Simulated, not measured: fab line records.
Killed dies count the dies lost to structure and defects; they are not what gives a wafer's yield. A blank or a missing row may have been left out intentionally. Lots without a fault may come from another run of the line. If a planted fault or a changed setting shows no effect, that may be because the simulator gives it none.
Chamber matching -- flow n5Finfet -- 4 sister chambers for N5_BEOL_M9_ETCH_62 on rieDiel-03
The step etches SOC in N2/H2, target depth 110 nm, overetch 22 nm, time 165 s. 18 wafers are shown with their chamber, then 9 later ones without.

== WAFERS, EACH WITH ITS CHAMBER ==
wafer,chamber,drypumpMotorCurrentA (A),showerheadPlenumPTorr (Torr),throttleValvePct (%)
L075.3,3,5.7,2.52,18.10
L075.4,2,5.0,2.61,17.45
L075.6,0,6.0,2.49,17.61
L074.2,0,6.1,2.49,17.60
L074.5,3,5.7,2.52,18.10
L074.6,2,5.0,2.61,17.45
L076.1,3,5.7,2.52,18.10
L076.3,0,6.0,2.49,17.63
L076.5,0,6.1,2.49,17.63
L078.1,2,5.0,2.61,17.47
L078.5,2,5.0,2.61,17.47
L078.6,0,6.0,2.49,17.62
L080.3,3,5.7,2.51,18.13
L080.4,2,5.0,2.60,17.50
L080.6,3,5.7,2.51,18.12
L083.2,3,5.7,2.51,18.13
L083.5,1,6.3,2.60,17.90
L083.6,3,5.7,2.51,18.14

SIGNATURES, as means of the wafers listed above
reading,chamber 0,chamber 1,chamber 2,chamber 3,scatter within a chamber
drypumpMotorCurrentA,6.040,6.300,5.000,5.700,0.0293
showerheadPlenumPTorr,2.4900,2.6000,2.6080,2.5143,0.00424
throttleValvePct,17.6180,17.9000,17.4680,18.1171,0.0171
Rule: a wafer's distance from a chamber is the root of the sum, over the readings, of the square of ((its reading less the chamber's mean) divided by the reading's scatter). The wafer belongs to the nearest chamber; if the next one is less than 2 further off, it can't be placed. The scatter is the square root of a quotient: the sum, over the shown wafers, of each reading's squared deviation from its chamber's mean, divided by wafers minus chambers.

== WAFERS WHOSE CHAMBER IS MISSING ==
wafer,drypumpMotorCurrentA (A),showerheadPlenumPTorr (Torr),throttleValvePct (%)
L085.1,5.0,2.60,17.50
L085.3,6.3,2.59,17.92
L085.4,5.1,2.60,17.53
L087.1,6.1,2.48,17.23
L087.4,6.3,2.59,17.93
L087.5,6.1,2.48,17.25
L090.2,5.1,2.59,17.51
L090.4,6.3,2.59,17.94
L090.5,6.3,2.59,17.95

== CHAMBER TAKEN BY EACH ==
wafer,from the rows above,in truth
L085.1,2,2
L085.3,1,1
L085.4,2,2
L087.1,0,0
L087.4,1,1
L087.5,0,0
L090.2,2,2
L090.4,1,1
L090.5,1,1
Placed correctly: 9 of 9. From these rows, 0 cannot be placed. Placed wrongly: 0.
